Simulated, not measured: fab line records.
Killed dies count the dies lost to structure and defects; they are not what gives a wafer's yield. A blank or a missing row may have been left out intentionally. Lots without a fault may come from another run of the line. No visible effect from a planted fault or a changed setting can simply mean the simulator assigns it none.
Matching of chambers / flow n5_finfet / 4 sister chambers for N5_HKMG_FIN_ETCH_86 on rie_diel-03
The step etches SOC in N2/H2, stops on TiN, target depth 393.2 nm. 8 wafers are shown with their chamber, then 11 later ones without.

== WAFERS WITH THEIR CHAMBER ==
wafer=L081.5; chamber=0; drypump_motor_current_A (A)=6.1; showerhead_plenum_p_Torr (Torr)=2.46
wafer=L084.2; chamber=3; drypump_motor_current_A (A)=5.6; showerhead_plenum_p_Torr (Torr)=2.49
wafer=L084.3; chamber=0; drypump_motor_current_A (A)=6.1; showerhead_plenum_p_Torr (Torr)=2.45
wafer=L087.5; chamber=1; drypump_motor_current_A (A)=5.3; showerhead_plenum_p_Torr (Torr)=2.61
wafer=L089.2; chamber=3; drypump_motor_current_A (A)=5.6; showerhead_plenum_p_Torr (Torr)=2.48
wafer=L089.5; chamber=1; drypump_motor_current_A (A)=5.3; showerhead_plenum_p_Torr (Torr)=2.61
wafer=L089.6; chamber=2; drypump_motor_current_A (A)=6.2; showerhead_plenum_p_Torr (Torr)=2.44
wafer=L093.2; chamber=2; drypump_motor_current_A (A)=6.3; showerhead_plenum_p_Torr (Torr)=2.44

== WAFERS WITH NO CHAMBER GIVEN ==
wafer=L093.5; drypump_motor_current_A (A)=5.6; showerhead_plenum_p_Torr (Torr)=2.48
wafer=L093.6; drypump_motor_current_A (A)=6.1; showerhead_plenum_p_Torr (Torr)=2.45
wafer=L094.3; drypump_motor_current_A (A)=5.3; showerhead_plenum_p_Torr (Torr)=2.60
wafer=L094.4; drypump_motor_current_A (A)=5.6; showerhead_plenum_p_Torr (Torr)=2.48
wafer=L094.5; drypump_motor_current_A (A)=6.1; showerhead_plenum_p_Torr (Torr)=2.44
wafer=L096.1; drypump_motor_current_A (A)=5.3; showerhead_plenum_p_Torr (Torr)=2.60
wafer=L096.2; drypump_motor_current_A (A)=6.2; showerhead_plenum_p_Torr (Torr)=2.44
wafer=L096.5; drypump_motor_current_A (A)=6.2; showerhead_plenum_p_Torr (Torr)=2.44
wafer=L097.1; drypump_motor_current_A (A)=6.1; showerhead_plenum_p_Torr (Torr)=2.44
wafer=L097.2; drypump_motor_current_A (A)=6.2; showerhead_plenum_p_Torr (Torr)=2.44
wafer=L097.5; drypump_motor_current_A (A)=5.3; showerhead_plenum_p_Torr (Torr)=2.60

== THE CHAMBER EACH PASSED THROUGH ==
wafer=L093.5; from the rows above=3; in truth=3
wafer=L093.6; from the rows above=0; in truth=0
wafer=L094.3; from the rows above=1; in truth=1
wafer=L094.4; from the rows above=3; in truth=3
wafer=L094.5; from the rows above=can't be placed: 0 or 2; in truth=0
wafer=L096.1; from the rows above=1; in truth=1
wafer=L096.2; from the rows above=2; in truth=2
wafer=L096.5; from the rows above=2; in truth=2
wafer=L097.1; from the rows above=can't be placed: 0 or 2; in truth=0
wafer=L097.2; from the rows above=2; in truth=2
wafer=L097.5; from the rows above=1; in truth=1
Correctly placed: 9 of 11. Not placeable from these rows: 2 (in 2, the candidates include the true chamber). Wrongly placed: 0.
How it was worked out, from the rows above alone: a wafer's distance from a chamber is the root of the sum, over the readings, of the square of ((its reading less the chamber's mean) divided by the reading's scatter). The wafer belongs to the nearest chamber; if the next one is less than 2 further off, it can't be placed. For every chamber, the mean is computed from those of its wafers that are shown. The scatter: take each reading less its chamber's mean, square it, sum over the shown wafers, divide by the number of wafers less the number of chambers, and take the root.
